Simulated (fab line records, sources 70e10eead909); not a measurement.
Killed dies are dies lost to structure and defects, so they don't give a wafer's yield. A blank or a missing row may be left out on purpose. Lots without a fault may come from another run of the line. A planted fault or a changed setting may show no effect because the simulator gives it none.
Which tool did it? | flow nand_harc | 12 lots, 36 wafers sampled, at 4 steps of a route of 1159

WHAT THE GAUGES READ, wafer by wafer
NHARC_P_M1_OVL_MEAS_10: pitch 260 nm.
lot  | measured     | on         | overlay_x_nm (nm)
L075 | day 6 14:24  | overlay-01 | 1.5 1.5 0.9
L077 | day 6 16:09  | overlay-02 | 0.6 0.5 0.3
L078 | day 7 03:58  | overlay-02 | -0.3 -0.4 -0.8
L081 | day 7 10:57  | overlay-01 | 1.0 0.6 1.3
L083 | day 8 01:04  | overlay-02 | -0.5 -0.3 -0.4
L085 | day 8 17:14  | overlay-02 | 1.2 1.3 0.6
L087 | day 9 07:13  | overlay-02 | -0.6 -0.9 -1.6
L089 | day 9 17:23  | overlay-01 | -0.1 -0.5 0.0
L091 | day 10 02:55 | overlay-01 | -1.0 -0.6 -1.0
L093 | day 10 14:25 | overlay-01 | -0.4 -0.4 0.0
L095 | day 11 03:43 | overlay-02 | 0.0 -0.6 -0.4
L096 | day 11 17:14 | overlay-01 | 1.2 1.5 1.3

WHICH TOOL RAN EACH LOT (tool, then ch and the chambers of the sampled wafers, then the start)
lot  | NHARC_P_M0_ETCH_34                 | NHARC_P_M0_DEGAS_28          | NHARC_P_M0_ANNEAL_30
L075 | rie_diel-13 ch 0,2,3, day 6 10:32  | pvd_sputter-02, day 6 11:22  | rtp_anneal-02 ch 0, day 6 12:06
L077 | rie_diel-13 ch 2,3, day 6 11:50    | pvd_sputter-03, day 6 12:41  | rtp_anneal-01 ch 0, day 6 13:50
L078 | rie_diel-13 ch 0,1,2, day 7 00:01  | pvd_sputter-03, day 7 00:52  | rtp_anneal-02 ch 0, day 7 01:46
L081 | rie_diel-13 ch 0,2,3, day 7 06:55  | pvd_sputter-01, day 7 07:50  | rtp_anneal-01 ch 0, day 7 08:48
L083 | rie_diel-10 ch 0,1,3, day 7 21:07  | pvd_sputter-02, day 7 22:02  | rtp_anneal-01 ch 0, day 7 22:49
L085 | rie_diel-05 ch 0,2, day 8 12:41    | pvd_sputter-02, day 8 13:38  | rtp_anneal-01 ch 0, day 8 14:58
L087 | rie_diel-13 ch 0,2,3, day 9 02:46  | pvd_sputter-03, day 9 03:42  | rtp_anneal-01 ch 0, day 9 04:47
L089 | rie_diel-10 ch 1,2,3, day 9 13:19  | pvd_sputter-03, day 9 14:08  | rtp_anneal-01 ch 0, day 9 15:00
L091 | rie_diel-13 ch 0,2,3, day 9 23:09  | pvd_sputter-01, day 9 23:59  | rtp_anneal-01 ch 0, day 10 00:46
L093 | rie_diel-13 ch 1,2,3, day 10 10:26 | pvd_sputter-03, day 10 11:17 | rtp_anneal-02 ch 0, day 10 12:05
L095 | rie_diel-05 ch 0,1,2, day 10 23:37 | pvd_sputter-03, day 11 00:28 | rtp_anneal-02 ch 0, day 11 01:26
L096 | rie_diel-13 ch 0,1,2, day 11 13:08 | pvd_sputter-02, day 11 13:58 | rtp_anneal-01 ch 0, day 11 14:46
- NHARC_P_M0_ETCH_34: etches the open film in N2/H2, target depth 40 nm, overetch 12 nm, time 43.94 s.
- NHARC_P_M0_DEGAS_28: time 60 s.
- NHARC_P_M0_ANNEAL_30: time 90 s.

THE ANSWER, worked out from the rows above alone
Rule: what is usual is taken from the lots themselves. Put in order of their means at a reading, lots are off if they are a third of the lots or fewer, leave a main group of 4 or more, and stand apart from it by a gap of 3 or more times the standard deviation of the main group's means; of several such gaps the widest counts. A main group whose means are all the same, to the digits that the tables above print for the reading, isn't used. A lot without any number at a reading at which 4 lots or more have one is off too. The other lots that the step has rows for count as sound.
No lot is off at any reading shown: from this, nothing can be told.

WHAT THE SIMULATOR HAD PUT IN
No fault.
